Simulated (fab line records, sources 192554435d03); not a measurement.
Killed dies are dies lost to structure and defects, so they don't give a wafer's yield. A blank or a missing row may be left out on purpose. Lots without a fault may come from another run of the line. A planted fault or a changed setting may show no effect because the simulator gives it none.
fab line records | flow n5_finfet
record lots=5 wafers=15 last_day=16
route steps=1938 shown BEOL_M14@1727
lots that met no fault: from a run of the same line without faults
start_h: hours from the record's first day to the start of the lot's first wafer shown | wait_h: hours since the lot's step before | " the same as in the row above | L1.1+2: a row that stands for several wafers | - no value, or no start given | * or withheld: withheld | < > ~ a bound
route shown NAME@n: a module of which the file shows steps, and the number in the route of the first | usual: mean/standard deviation of fault-free wafers | same: alike in all rows | chamber/n: place in a boat | sites: the reading at each site | _std_site: their standard deviation | _edge_site: outer sites' mean less inner sites' | radius_mm: how far each site lies from the wafer's centre | mask NAME#n: copy n | behind: the tool/chamber that last shaped the wafer | hold: why the lot was held/for how many hours/how that ended | device: the transistor (n, p or np) that didn't switch | end of line: the same wafers' tests at the end of the route | a step without rows: its recipe alone | killed: dies lost to structure and defects at the first sort, not the wafer's yield | map: a wafer's dies, x killed, . not, _ none there
set.NAME: the setting as run; set.NAME@STEP: as run at that earlier step | model.NAME: the simulator's own value behind a step, which no gauge read
lots at some steps of the route; a table a step, a row a wafer
services: from which hour (start_h, from the record's first day; less than 0 if before it) a tool's chamber was out of use, for how many hours, and why
## steps
# step N5_BEOL_M14_OVL_MEAS_11
# recipe points_per_wafer=44
# usual V13_OVL=4/4.7
# columns lot.wafer tool chamber start_h wait_h V13_OVL[nm]
L077.1 overlay-01 0 250.61 0.0 13
L077.2 " 0 " " 2
L077.3 " 0 " " 14
L082.2 overlay-02 0 282.99 0.0 5
L082.5 " 0 " " 9
L082.6 " 0 " " 1
L087.1 overlay-02 0 319.32 0.0 -5
L087.2 " 0 " " -2
L087.4 " 0 " " -1
L093.2 overlay-01 0 347.37 0.0 -3
L093.5 " 0 " " -4
L093.6 " 0 " " 0
L094.1 overlay-02 0 350.22 0.0 1
L094.4 " 0 " " 7
L094.6 " 0 " " 6
# step N5_BEOL_M14_INSPECT_12
# recipe mode=adi inspect_instrument=macro
# usual raw_defect_count=2.0/1.5
# columns lot.wafer tool chamber start_h wait_h raw_defect_count
L077.1 defect_inspect-02 - 250.63 0.0 0
L077.2 " - " " 5
L077.3 " - " " 2
L082.2 defect_inspect-01 - 283.02 0.0 1
L082.5 " - " " 2
L082.6 " - " " 1
L087.1 defect_inspect-02 - 319.34 0.0 1
L087.2 " - " " 1
L087.4 " - " " 2
L093.2 defect_inspect-02 - 347.39 0.0 1
L093.5 " - " " 3
L093.6 " - " " 1
L094.1 defect_inspect-01 - 350.24 0.0 4
L094.4 " - " " 2
L094.6 " - " " 4
# step N5_BEOL_M14_DESCUM_15
# recipe chemistry=O2 time_s=7.9 source_power_w=50 bias_power_w=20 pressure_mtorr=20 rf_frequency_hz=2.712e+07 temp_c=40 o2_flow_sccm=225
# usual drypump_motor_current_A=5.6/0.46 oes_product_au=0.83/0.069 rf_vpp_V=243.0/1 showerhead_plenum_p_Torr=2.09/0.054 throttle_valve_pct=20.54/0.21
# columns lot.wafer tool chamber start_h wait_h drypump_motor_current_A oes_product_au rf_hours_counter_h rf_vpp_V showerhead_plenum_p_Torr throttle_valve_pct
L077.1 rie_diel-05 0 250.67 0.0 6.0 0.70 210 241.4 1.99 20.57
L077.2 " 3 " " 5.8 0.70 202 243.0 2.09 20.93
L077.3 " 1 " " 5.3 0.88 41 242.9 2.14 20.71
L082.2 rie_diel-03 0 283.05 0.0 5.8 0.89 30 241.7 2.05 20.23
L082.5 " 0 " " 5.8 0.90 - 242.7 2.05 20.24
L082.6 " 1 " " 6.3 0.79 - 244.1 2.12 20.66
L087.1 rie_diel-04 0 319.54 0.2 4.8 0.79 125 243.1 2.12 20.58
L087.2 " 3 " " 6.3 0.90 24 244.9 2.15 20.33
L087.4 " 2 " " 5.5 0.83 76 242.2 2.06 20.86
L093.2 rie_diel-03 0 347.68 0.3 5.8 0.86 56 243.9 2.04 20.28
L093.5 " 2 " " 5.4 0.91 - 242.4 2.13 20.37
L093.6 " 1 " " 6.3 0.77 - 242.8 2.11 20.72
L094.1 rie_diel-04 1 350.28 0.0 5.3 0.78 109 240.6 1.99 20.51
L094.4 " 3 " " 6.3 0.87 36 244.6 2.15 20.33
L094.6 " 1 " " 5.3 0.77 - 242.8 1.99 20.49
# step N5_BEOL_M14_ETCH_59
# recipe chemistry=N2/H2 target=BARC target_depth_a=890 overetch_a=267 time_s=67.9 ion_energy_ev=200 pressure_mtorr=30 source_w=840 bias_w=150 n2_flow_sccm=200 h2_flow_sccm=200
# usual drypump_motor_current_A=5.6/0.46 oes_product_au=0.71/0.055 rf_vpp_V=523.5/1.7 showerhead_plenum_p_Torr=2.54/0.053 throttle_valve_pct=17.93/0.27
# columns lot.wafer tool chamber start_h wait_h drypump_motor_current_A oes_product_au rf_hours_counter_h rf_vpp_V showerhead_plenum_p_Torr throttle_valve_pct
L077.1 rie_diel-05 0 250.70 0.0 5.9 0.60 210 521.2 2.42 17.94
L077.2 " 3 " " 5.9 0.60 202 522.8 2.51 18.16
L077.3 " 1 " " 5.2 0.75 41 524.1 2.62 18.24
L082.2 rie_diel-03 0 283.08 0.0 5.8 0.77 30 522.9 2.49 17.60
L082.5 " 0 " " 5.8 0.77 - 523.1 2.49 17.59
L082.6 " 1 " " 6.3 0.67 - 523.9 2.56 17.96
L087.1 rie_diel-04 0 319.58 0.0 4.8 0.66 125 523.2 2.52 17.56
L087.2 " 3 " " 6.3 0.78 24 524.8 2.61 17.76
L087.4 " 2 " " 5.5 0.71 76 521.9 2.48 18.11
L093.2 rie_diel-03 0 347.72 0.0 5.8 0.73 56 521.9 2.48 17.64
L093.5 " 2 " " 5.3 0.76 - 525.8 2.58 17.69
L093.6 " 1 " " 6.4 0.66 - 524.0 2.55 18.02
L094.1 rie_diel-04 1 350.31 0.0 5.3 0.67 109 522.4 2.49 18.32
L094.4 " 3 " " 6.3 0.75 36 525.6 2.60 17.82
L094.6 " 1 " " 5.3 0.66 - 521.3 2.49 18.33
# step N5_BEOL_M14_VIA_ETCH_16
# recipe chemistry=C4F8/O2/Ar target=SiO2 he_inner_torr=15 he_outer_torr=30 target_depth_a=12313 time_s=withheld ion_energy_ev=800 pressure_mtorr=20 source_w=1905 bias_w=2040 Ar_flow_sccm=400 C4F8_flow_sccm=16 O2_flow_sccm=12 ends=cleared
# usual drypump_motor_current_A=5.6/0.47 mfc_ar_sccm=400.0/1.2 oes_product_au=0.75/0.064 rf_vpp_V=2229/53 showerhead_plenum_p_Torr=3.42/0.069 throttle_valve_pct=30.94/0.25
# columns lot.wafer tool chamber start_h wait_h drypump_motor_current_A mfc_ar_sccm oes_product_au rf_vpp_V showerhead_plenum_p_Torr throttle_valve_pct
L077.1 rie_diel-05 0 250.76 0.0 6.0 401.1 0.62 2161 3.25 30.69
L077.2 " 3 " " 5.8 399.4 0.64 2193 3.41 31.18
L077.3 " 1 " " 5.3 400.9 0.80 2144 3.51 31.42
L082.2 rie_diel-03 0 283.14 0.0 5.8 399.2 0.80 2151 3.38 30.76
L082.5 " 0 " " 5.8 398.6 0.80 2150 3.38 30.75
L082.6 " 1 " " 6.3 398.7 0.71 2307 3.44 30.87
L087.1 rie_diel-04 0 319.63 0.0 4.8 400.0 0.72 2254 3.45 30.96
L087.2 " 3 " " 6.3 398.9 0.83 2271 3.49 30.69
L087.4 " 2 " " 5.5 401.0 0.75 2199 3.31 30.95
L093.2 rie_diel-03 0 347.77 0.0 5.8 398.8 0.77 2150 3.37 30.81
L093.5 " 2 " " 5.4 399.6 0.83 2254 3.46 30.55
L093.6 " 1 " " 6.4 401.6 0.69 2306 3.43 30.89
L094.1 rie_diel-04 1 350.36 0.0 5.3 401.0 0.71 2253 3.34 31.30
L094.4 " 3 " " 6.3 400.2 0.81 2270 3.49 30.69
L094.6 " 1 " " 5.3 402.1 0.70 2253 3.35 31.29
# step N5_BEOL_M14_STRIP_63
# recipe chemistry=O2 power_w=600 temp_c=60 pressure_mtorr=30 rf_frequency_hz=6e+07 bias_power_w=0 overash_fraction=0.3 o2_flow_sccm=225
# usual drypump_motor_current_A=5.6/0.47 oes_product_au=0.83/0.069 rf_vpp_V=3.7/0.98 showerhead_plenum_p_Torr=2.10/0.054 throttle_valve_pct=16.73/0.19
# columns lot.wafer tool chamber start_h wait_h drypump_motor_current_A oes_product_au rf_hours_counter_h rf_vpp_V showerhead_plenum_p_Torr throttle_valve_pct
L077.1 rie_diel-05 0 - - 6.0 0.70 210 3.2 1.99 16.85
L077.2 " 3 " " 5.8 0.70 202 4.6 2.10 17.17
L077.3 " 1 " " 5.2 0.88 41 3.2 2.15 16.79
L082.2 rie_diel-03 0 - - 5.8 0.90 30 2.9 2.05 16.46
L082.5 " 0 " " 5.8 0.90 - 2.4 2.05 16.45
L082.6 " 1 " " 6.3 0.78 - 2.8 2.13 16.85
L087.1 rie_diel-04 0 - - 4.8 0.80 125 3.7 2.13 16.73
L087.2 " 3 " " 6.3 0.90 24 2.1 2.16 16.45
L087.4 " 2 " " 5.5 0.83 76 3.3 2.06 16.95
L093.2 rie_diel-03 0 - - 5.8 0.86 56 3.5 2.04 16.52
L093.5 " 2 " " 5.4 0.90 - 3.4 2.13 16.61
L093.6 " 1 " " 6.4 0.76 - 4.4 2.12 16.90
L094.1 rie_diel-04 1 - - 5.3 0.77 109 4.7 2.00 16.75
L094.4 " 3 " " 6.3 0.86 36 5.5 2.15 16.52
L094.6 " 1 " " 5.2 0.76 - 3.9 2.00 16.75
# step N5_BEOL_M14_STRIP_64
# recipe chemistry=O2 power_w=600 temp_c=60 pressure_mtorr=30 rf_frequency_hz=6e+07 bias_power_w=0 overash_fraction=0.3 o2_flow_sccm=225
# usual drypump_motor_current_A=5.6/0.47 oes_product_au=0.83/0.07 rf_vpp_V=3.7/0.51 showerhead_plenum_p_Torr=2.10/0.054 throttle_valve_pct=16.73/0.19
# columns lot.wafer tool chamber start_h wait_h drypump_motor_current_A oes_product_au rf_hours_counter_h rf_vpp_V showerhead_plenum_p_Torr throttle_valve_pct
L077.1 rie_diel-05 0 - - 6.0 0.70 210 3.5 1.99 16.84
L077.2 " 3 " " 5.8 0.69 202 3.9 2.10 17.18
L077.3 " 1 " " 5.2 0.87 41 3.2 2.15 16.80
L082.2 rie_diel-03 0 - - 5.8 0.89 30 3.5 2.05 16.43
L082.5 " 0 " " 5.8 0.89 - 4.5 2.05 16.47
L082.6 " 1 " " 6.3 0.78 - 3.6 2.13 16.84
L087.1 rie_diel-04 0 - - 4.8 0.79 125 3.2 2.13 16.76
L087.2 " 3 " " 6.3 0.90 24 3.3 2.16 16.47
L087.4 " 2 " " 5.5 0.83 76 4.3 2.06 16.99
L093.2 rie_diel-03 0 - - 5.8 0.86 56 3.0 2.04 16.51
L093.5 " 2 " " 5.3 0.90 - 3.8 2.13 16.59
L093.6 " 1 " " 6.3 0.77 - 3.1 2.12 16.90
L094.1 rie_diel-04 1 - - 5.3 0.77 109 3.9 2.00 16.76
L094.4 " 3 " " 6.3 0.88 36 3.1 2.15 16.50
L094.6 " 1 " " 5.3 0.78 - 4.4 2.00 16.77
# step N5_BEOL_M14_STRIP_71
# recipe chemistry=post_etch_residue_remover time_s=60 temp_c=25 remover_ph=withheld remover_water_wt_pct=withheld remover_fluoride_wt_pct=withheld
# columns lot.wafer tool chamber start_h wait_h
L077.1+2+3 wet_bench-05 6,5,4 251.04 -
L082.2+5+6 wet_bench-02 7,5,4 283.42 -
L087.1+2+4 wet_bench-02 4,7,3 319.92 -
L093.2+5+6 wet_bench-05 1,6,2 348.06 -
L094.1+4+6 wet_bench-05 1,3,2 350.65 -
# step N5_BEOL_M14_SRD_72
# recipe time_s=30 temp_c=23 rinse_liquid=diw dry=n2_spin spin_rpm=1500 dry_time_s=30
# usual do_supply_ppb=10.01/0.098
# columns lot.wafer tool chamber start_h wait_h do_supply_ppb
L077.1 wet_bench-05 6 251.06 0.0 9.94
L077.2 " 5 " " 10.07
L077.3 " 4 " " 9.81
L082.2 wet_bench-02 7 283.44 0.0 9.92
L082.5 " 5 " " 9.82
L082.6 " 4 " " 9.87
L087.1 wet_bench-02 4 319.94 0.0 10.24
L087.2 " 7 " " 9.90
L087.4 " 3 " " 10.14
L093.2 wet_bench-05 1 348.08 0.0 9.96
L093.5 " 6 " " 9.95
L093.6 " 2 " " 9.95
L094.1 wet_bench-05 1 350.67 0.0 10.01
L094.4 " 3 " " 10.03
L094.6 " 2 " " 10.15
# step N5_BEOL_M14_CD_MEAS_17
# recipe target_cd_nm=250 polarity=opening
# usual cd_nm=249/3
# columns lot.wafer tool chamber start_h wait_h cd_nm
L077.1 cd_sem-02 - 251.10 0.0 245
L077.2 " - " " 250
L077.3 " - " " 253
L082.2 cd_sem-01 - 283.49 0.0 246
L082.5 " - " " 250
L082.6 " - " " 251
L087.1 cd_sem-02 - 319.98 0.0 243
L087.2 " - " " 252
L087.4 " - " " 248
L093.2 cd_sem-03 - 348.12 0.0 247
L093.5 " - " " 254
L093.6 " - " " 248
L094.1 cd_sem-01 - 350.71 0.0 250
L094.4 " - " " 252
L094.6 " - " " 246
# step N5_BEOL_M14_COAT_65
# recipe resist=SOC temp_c=250 time_s=60 spin_rpm=1500 resist_thk_nm=450
# columns lot.wafer tool chamber start_h wait_h
L077.1+2+3 litho_track-04 0 251.14 0.0
L082.2+5+6 litho_track-03 0 283.52 0.0
L087.1+2+4 litho_track-03 0 320.02 0.0
L093.2+5+6 litho_track-02 0 348.15 0.0
L094.1+4+6 litho_track-03 0 350.75 0.0
# step N5_BEOL_M14_COAT_66
# recipe resist=SiARC temp_c=220 time_s=60 spin_rpm=1500 resist_thk_nm=110
# columns lot.wafer tool chamber start_h wait_h
L077.1+2+3 litho_track-04 0 - -
L082.2+5+6 litho_track-03 0 - -
L087.1+2+4 litho_track-03 0 - -
L093.2+5+6 litho_track-02 0 - -
L094.1+4+6 litho_track-03 0 - -
# step N5_BEOL_M14_COAT_22
# recipe spin_rpm=2888 resist_thk_nm=300
# columns lot.wafer tool chamber start_h wait_h
L077.1+2+3 litho_track-04 0 - -
L082.2+5+6 litho_track-03 0 - -
L087.1+2+4 litho_track-03 0 - -
L093.2+5+6 litho_track-02 0 - -
L094.1+4+6 litho_track-03 0 - -
# step N5_BEOL_M14_EBR_24
# recipe solvent=PGMEA ebr_width_mm=1.5
# columns lot.wafer tool chamber start_h wait_h
L077.1+2+3 litho_track-04 0 - -
L082.2+5+6 litho_track-03 0 - -
L087.1+2+4 litho_track-03 0 - -
L093.2+5+6 litho_track-02 0 - -
L094.1+4+6 litho_track-03 0 - -
# step N5_BEOL_M14_SOFTBAKE_23
# recipe temp_c=130 time_s=60
# columns lot.wafer tool chamber start_h wait_h
L077.1+2+3 litho_track-04 0 - -
L082.2+5+6 litho_track-03 0 - -
L087.1+2+4 litho_track-03 0 - -
L093.2+5+6 litho_track-02 0 - -
L094.1+4+6 litho_track-03 0 - -
# step N5_BEOL_M14_EXPOSE_25
# recipe mask_id=M14 na=0.8 source_shape=annular sigma_inner=0.5 sigma_outer=0.8 polarization=unpolarized target_cd_nm=280 dose_mj=26.6
# columns lot.wafer tool chamber start_h wait_h mask
L077.1+2+3 krf_scanner-01 0 251.38 - M14#0
L082.2+5+6 krf_scanner-01 0 283.64 - M14#0
L087.1+2+4 krf_scanner-01 0 320.13 - M14#0
L093.2+5+6 krf_scanner-02 0 348.40 - M14#0
L094.1+4+6 krf_scanner-02 0 351.70 - M14#0
# step N5_BEOL_M14_PEB_26
# recipe peb_temp_c=130 peb_time_s=90
# same peb_time_s=90
# columns lot.wafer tool chamber start_h wait_h
L077.1+2+3 litho_track-02 0 251.44 0.1
L082.2+5+6 litho_track-02 0 283.70 0.0
L087.1+2+4 litho_track-03 0 320.19 0.1
L093.2+5+6 litho_track-02 0 348.45 0.0
L094.1+4+6 litho_track-03 0 351.75 0.1
# step N5_BEOL_M14_DEVELOP_27
# recipe develop_time_s=45 rinse_liquid=diw dry=air_spin dev_temp_c=21
# columns lot.wafer tool chamber start_h wait_h
L077.1+2+3 litho_track-02 0 - -
L082.2+5+6 litho_track-02 0 - -
L087.1+2+4 litho_track-03 0 - -
L093.2+5+6 litho_track-02 0 - -
L094.1+4+6 litho_track-03 0 - -
# step N5_BEOL_M14_HARDBAKE_32
# recipe temp_c=130 time_s=120
# columns lot.wafer tool chamber start_h wait_h
L077.1+2+3 litho_track-02 0 - -
L082.2+5+6 litho_track-02 0 - -
L087.1+2+4 litho_track-03 0 - -
L093.2+5+6 litho_track-02 0 - -
L094.1+4+6 litho_track-03 0 - -
# step N5_BEOL_M14_CD_MEAS_28
# recipe target_cd_nm=284.4 landing_energy_ev=500 detector=se_inlens
# usual cd_nm=284.5/2.3
# columns lot.wafer tool chamber start_h wait_h cd_nm
L077.1 cd_sem-03 0 251.55 - 284.3
L077.2 " 0 " " 285.7
L077.3 " 0 " " 285.8
L082.2 cd_sem-02 0 283.81 - 284.0
L082.5 " 0 " " 285.3
L082.6 " 0 " " 286.2
L087.1 cd_sem-02 0 320.30 - 283.9
L087.2 " 0 " " 280.1
L087.4 " 0 " " 284.8
L093.2 cd_sem-03 0 348.57 - 282.7
L093.5 " 0 " " 282.2
L093.6 " 0 " " 284.2
L094.1 cd_sem-01 0 351.87 - 280.7
L094.4 " 0 " " 279.5
L094.6 " 0 " " 280.2
# step N5_BEOL_M14_OVL_MEAS_29
# recipe points_per_wafer=44
# usual M14_OVL=3/6.3
# columns lot.wafer tool chamber start_h wait_h M14_OVL[nm]
L077.1 overlay-01 0 251.59 0.0 1
L077.2 " 0 " " -10
L077.3 " 0 " " 0
L082.2 overlay-01 0 283.84 0.0 9
L082.5 " 0 " " 0
L082.6 " 0 " " 11
L087.1 overlay-02 0 320.34 0.0 2
L087.2 " 0 " " 8
L087.4 " 0 " " 6
L093.2 overlay-02 0 348.60 0.0 13
L093.5 " 0 " " 4
L093.6 " 0 " " 12
L094.1 overlay-01 0 351.90 0.0 -7
L094.4 " 0 " " -9
L094.6 " 0 " " -3
# step N5_BEOL_M14_INSPECT_30
# recipe mode=adi inspect_instrument=macro
# usual raw_defect_count=2.0/1.5
# columns lot.wafer tool chamber start_h wait_h raw_defect_count
L077.1 defect_inspect-01 - 251.61 0.0 2
L077.2 " - " " 1
L077.3 " - " " 4
L082.2 defect_inspect-02 - 283.86 0.0 0
L082.5 " - " " 1
L082.6 " - " " 1
L087.1 defect_inspect-02 - 320.36 0.0 1
L087.2 " - " " 6
L087.4 " - " " 1
L093.2 defect_inspect-01 - 348.62 0.0 3
L093.5 " - " " 3
L093.6 " - " " 1
L094.1 defect_inspect-01 - 351.92 0.0 4
L094.4 " - " " 4
L094.6 " - " " 1
# step N5_BEOL_M14_DESCUM_33
# recipe chemistry=O2 time_s=7.9 source_power_w=50 bias_power_w=20 pressure_mtorr=20 rf_frequency_hz=2.712e+07 temp_c=40 o2_flow_sccm=225
# usual drypump_motor_current_A=5.6/0.45 oes_product_au=0.80/0.085 rf_vpp_V=243.0/1.2 showerhead_plenum_p_Torr=2.09/0.059 throttle_valve_pct=20.63/0.22
# columns lot.wafer tool chamber start_h wait_h drypump_motor_current_A oes_product_au rf_hours_counter_h rf_vpp_V showerhead_plenum_p_Torr throttle_valve_pct
L077.1 rie_diel-05 3 251.64 0.0 5.8 0.69 202 243.4 2.09 20.93
L077.2 " 2 " " 5.3 0.73 139 243.5 2.14 20.77
L077.3 " 0 " " 6.0 0.71 210 242.9 1.99 20.57
L082.2 rie_diel-04 0 283.90 0.0 4.8 0.79 112 244.6 2.13 20.57
L082.5 " 2 " " 5.5 0.85 - 241.8 2.06 20.87
L082.6 " 3 " " 6.3 0.94 - 244.2 2.16 20.31
L087.1 rie_diel-05 1 320.39 0.0 5.3 0.85 65 245.5 2.13 20.77
L087.2 " 0 " " 6.0 0.69 235 240.8 1.98 20.63
L087.4 " 3 " " 5.8 0.69 223 243.3 2.09 20.96
L093.2 rie_diel-05 1 348.66 0.0 5.3 0.83 73 243.7 2.13 20.75
L093.5 " 3 " " 5.8 0.67 - 241.5 2.08 20.98
L093.6 " 1 " " 5.3 0.84 - 244.3 2.13 20.76
L094.1 rie_diel-05 3 351.96 0.0 5.9 0.67 237 242.5 2.08 20.99
L094.4 " 3 " " 5.8 0.67 - 243.6 2.08 20.98
L094.6 " 0 " " 6.0 0.68 - 241.4 1.98 20.64
# step N5_BEOL_M14_ETCH_67
# recipe chemistry=CF4 target=SiARC target_depth_a=1430 time_s=238.3 ion_energy_ev=80 pressure_mtorr=40 source_w=545 bias_w=36 Ar_flow_sccm=100 cf4_flow_sccm=100 ends=cleared
# usual drypump_motor_current_A=5.6/0.45 etch_rf_on_time_s=238/7.9 mfc_ar_sccm=100.0/0.31 oes_product_au=0.68/0.078 rf_vpp_V=183.9/0.96 showerhead_plenum_p_Torr=2.12/0.052 throttle_valve_pct=15.64/0.23
# columns lot.wafer tool chamber start_h wait_h drypump_motor_current_A etch_rf_on_time_s mfc_ar_sccm oes_product_au rf_hours_counter_h rf_vpp_V showerhead_plenum_p_Torr throttle_valve_pct
L077.1 rie_diel-05 3 251.68 0.0 5.8 245 100.2 0.59 202 182.8 2.13 16.06
L077.2 " 2 " " 5.3 251 100.0 0.62 139 183.5 2.13 15.52
L077.3 " 0 " " 6.0 247 99.9 0.59 210 183.1 2.03 15.75
L082.2 rie_diel-04 0 283.93 0.0 4.8 231 100.1 0.69 112 183.3 2.15 15.53
L082.5 " 2 " " 5.5 231 100.1 0.73 - 184.4 2.06 15.58
L082.6 " 3 " " 6.3 231 100.1 0.82 - 186.1 2.18 15.22
L087.1 rie_diel-05 1 320.43 0.0 5.3 237 100.1 0.71 65 183.4 2.17 15.70
L087.2 " 0 " " 6.0 247 100.4 0.57 235 181.3 2.02 15.81
L087.4 " 3 " " 5.8 243 99.3 0.58 223 183.6 2.12 16.09
L093.2 rie_diel-05 1 348.69 0.0 5.3 233 100.5 0.72 73 183.7 2.17 15.72
L093.5 " 3 " " 5.8 241 100.5 0.58 - 183.2 2.12 16.11
L093.6 " 1 " " 5.3 234 100.6 0.72 - 184.3 2.17 15.71
L094.1 rie_diel-05 3 351.99 0.0 5.8 242 100.6 0.58 237 184.3 2.12 16.12
L094.4 " 3 " " 5.8 243 100.2 0.57 - 184.4 2.12 16.13
L094.6 " 0 " " 6.0 250 99.8 0.56 - 183.5 2.02 15.83
# step N5_BEOL_M14_ETCH_68
# recipe chemistry=N2/H2 target=SOC mask_material=SiARC source_w=3000 bias_w=350 temp_c=40 time_s=450 ion_energy_ev=200 pressure_mtorr=30 n2_flow_sccm=200 h2_flow_sccm=200
# usual drypump_motor_current_A=5.6/0.45 oes_product_au=0.80/0.086 rf_vpp_V=523.2/1.9 showerhead_plenum_p_Torr=2.53/0.064 throttle_valve_pct=17.88/0.26
# columns lot.wafer tool chamber start_h wait_h drypump_motor_current_A oes_product_au rf_hours_counter_h rf_vpp_V showerhead_plenum_p_Torr throttle_valve_pct
L077.1 rie_diel-05 3 251.82 0.1 5.8 0.70 202 523.2 2.51 18.04
L077.2 " 2 " " 5.3 0.75 139 523.9 2.57 18.01
L077.3 " 0 " " 6.0 0.70 210 520.2 2.42 17.85
L082.2 rie_diel-04 0 284.08 0.1 4.8 0.80 112 524.8 2.52 17.43
L082.5 " 2 " " 5.5 0.84 - 521.6 2.49 18.01
L082.6 " 3 " " 6.3 0.94 - 526.2 2.61 17.64
L087.1 rie_diel-05 1 320.57 0.1 5.2 0.84 66 524.9 2.61 18.18
L087.2 " 0 " " 6.0 0.67 235 520.3 2.41 17.88
L087.4 " 3 " " 5.8 0.68 223 524.2 2.50 18.10
L093.2 rie_diel-05 1 348.84 0.1 5.3 0.84 73 523.6 2.60 18.19
L093.5 " 3 " " 5.8 0.68 - 522.7 2.49 18.11
L093.6 " 1 " " 5.3 0.85 - 523.7 2.60 18.19
L094.1 rie_diel-05 3 352.14 0.1 5.8 0.67 237 522.2 2.49 18.10
L094.4 " 3 " " 5.8 0.67 - 521.9 2.49 18.10
L094.6 " 0 " " 6.0 0.67 - 519.5 2.40 17.92
# step N5_BEOL_M14_STRIP_69
# recipe chemistry=N2/H2 temp_c=40 n2_flow_sccm=200 h2_flow_sccm=200 rf_frequency_hz=6e+07
# columns lot.wafer tool chamber start_h wait_h
L077.1+2+3 rie_diel-05 3,2,0 252.09 0.1
L082.2+5+6 rie_diel-04 0,2,3 284.34 0.1
L087.1+2+4 rie_diel-05 1,0,3 320.84 0.1
L093.2+5+6 rie_diel-05 1,3,1 349.10 0.1
L094.1+4+6 rie_diel-05 3,3,0 352.40 0.1
# step N5_BEOL_M14_TRENCH_ETCH_34
# recipe chemistry=C4F8/O2/Ar target=SiO2 target_depth_a=5566.5 mask_material=SOC he_inner_torr=15 he_outer_torr=30 time_s=126.9 ion_energy_ev=800 pressure_mtorr=20 source_w=1905 bias_w=2040 Ar_flow_sccm=400 C4F8_flow_sccm=16 O2_flow_sccm=12
# usual drypump_motor_current_A=5.6/0.45 mfc_ar_sccm=400.0/1.2 oes_product_au=0.80/0.093 rf_vpp_V=2214/48 showerhead_plenum_p_Torr=3.41/0.084 throttle_valve_pct=31.00/0.27
# columns lot.wafer tool chamber start_h wait_h drypump_motor_current_A mfc_ar_sccm oes_product_au rf_hours_counter_h rf_vpp_V showerhead_plenum_p_Torr throttle_valve_pct
L077.1 rie_diel-05 3 252.10 0.0 5.9 400.6 0.69 202 2194 3.41 31.20
L077.2 " 2 " " 5.3 400.1 0.72 139 2197 3.43 30.92
L077.3 " 0 " " 6.0 400.5 0.68 211 2160 3.25 30.72
L082.2 rie_diel-04 0 284.35 0.0 4.8 400.3 0.80 112 2256 3.46 30.97
L082.5 " 2 " " 5.5 398.0 0.86 - 2198 3.32 30.97
L082.6 " 3 " " 6.3 401.7 0.95 - 2272 3.50 30.71
L087.1 rie_diel-05 1 320.85 0.0 5.3 398.0 0.85 66 2141 3.50 31.48
L087.2 " 0 " " 6.0 399.6 0.66 235 2158 3.24 30.73
L087.4 " 3 " " 5.8 401.5 0.67 224 2195 3.40 31.23
L093.2 rie_diel-05 1 349.11 0.0 5.3 399.2 0.84 73 2142 3.50 31.50
L093.5 " 3 " " 5.8 401.1 0.67 - 2192 3.39 31.25
L093.6 " 1 " " 5.3 400.1 0.84 - 2142 3.50 31.47
L094.1 rie_diel-05 3 352.41 0.0 5.8 400.6 0.67 237 2191 3.39 31.26
L094.4 " 3 " " 5.8 399.9 0.67 - 2194 3.39 31.24
L094.6 " 0 " " 6.0 400.0 0.65 - 2159 3.23 30.71
# step N5_BEOL_M14_STRIP_70
# recipe chemistry=C4F8/O2/Ar resist=SiARC rf_frequency_hz=6e+07
# columns lot.wafer tool chamber start_h wait_h
L077.1+2+3 rie_diel-05 3,2,0 252.21 0.1
L082.2+5+6 rie_diel-04 0,2,3 284.47 0.1
L087.1+2+4 rie_diel-05 1,0,3 320.96 0.1
L093.2+5+6 rie_diel-05 1,3,1 349.23 0.1
L094.1+4+6 rie_diel-05 3,3,0 352.53 0.1
# step N5_BEOL_M14_OCD_MEAS_35
# usual trench_depth_nm=556/19
# columns lot.wafer tool chamber start_h wait_h trench_depth_nm
L077.1 ocd-02 - 252.25 0.0 538
L077.2 " - " " 522
L077.3 " - " " 535
L082.2 ocd-01 - 284.51 0.0 567
L082.5 " - " " 573
L082.6 " - " " 572
L087.1 ocd-02 - 321.00 0.0 562
L087.2 " - " " 535
L087.4 " - " " 537
L093.2 ocd-01 - 349.27 0.0 571
L093.5 " - " " 548
L093.6 " - " " 569
L094.1 ocd-02 - 352.57 0.0 544
L094.4 " - " " 538
L094.6 " - " " 529
# step N5_BEOL_M14_STRIP_37
# recipe chemistry=O2 power_w=600 temp_c=60 pressure_mtorr=30 rf_frequency_hz=6e+07 bias_power_w=0 overash_fraction=0.3 o2_flow_sccm=225
# usual drypump_motor_current_A=5.6/0.43 oes_product_au=0.80/0.08 rf_vpp_V=3.6/1.1 showerhead_plenum_p_Torr=2.10/0.054 throttle_valve_pct=16.79/0.2
# columns lot.wafer tool chamber start_h wait_h drypump_motor_current_A oes_product_au rf_hours_counter_h rf_vpp_V showerhead_plenum_p_Torr throttle_valve_pct
L077.1 rie_diel-05 2 254.22 2.0 5.3 0.71 140 3.0 2.14 16.85
L077.2 " 0 " " 5.9 0.72 211 3.3 1.99 16.86
L077.3 " 1 " " 5.3 0.87 42 4.4 2.14 16.80
L082.2 rie_diel-05 0 286.89 2.4 6.0 0.68 223 1.9 1.99 16.87
L082.5 " 0 " " 6.0 0.69 - 2.7 1.99 16.87
L082.6 " 1 " " 5.3 0.87 - 2.7 2.14 16.83
L087.1 rie_diel-04 2 322.85 1.8 5.5 0.83 78 4.8 2.06 16.98
L087.2 " 0 " " 4.8 0.80 126 3.2 2.13 16.75
L087.4 " 3 " " 6.2 0.89 26 3.0 2.16 16.47
L093.2 rie_diel-03 1 351.65 2.4 6.3 0.76 145 2.8 2.12 16.90
L093.5 " 0 " " 5.8 0.86 - 2.3 2.04 16.52
L093.6 " 3 " " 5.4 0.84 - 3.2 2.12 16.68
L094.1 rie_diel-03 0 354.67 2.1 5.8 0.85 59 5.0 2.04 16.49
L094.4 " 1 " " 6.3 0.77 146 1.8 2.12 16.91
L094.6 " 0 " " 5.8 0.85 - 2.1 2.04 16.50
## services
# columns tool chamber start_h hours kind
rie_diel-04 3 229.79 - clean
rie_diel-04 3 229.79 - consumable_replace:focus_ring
rie_diel-04 3 229.79 18.8 scheduled_down
rie_diel-04 3 229.79 18.8 vent_cycle
krf_scanner-01 - 235.64 1.3 pm
rie_diel-05 3 257.16 2.8 repair
krf_scanner-01 - 258.14 1.0 pm
krf_scanner-01 - 263.50 0.8 pm
krf_scanner-01 0 274.43 - calibration
rie_diel-04 2 277.62 3.7 repair
krf_scanner-01 - 308.14 6.0 repair
rie_diel-05 - 312.87 0.5 repair
rie_diel-05 - 314.04 0.3 repair
krf_scanner-02 - 314.16 1.0 pm
rie_diel-03 3 328.53 19.9 repair
rie_diel-05 1 338.88 7.3 repair
rie_diel-05 2 346.91 6.7 repair
krf_scanner-01 - 350.96 0.7 repair
## key
fault none
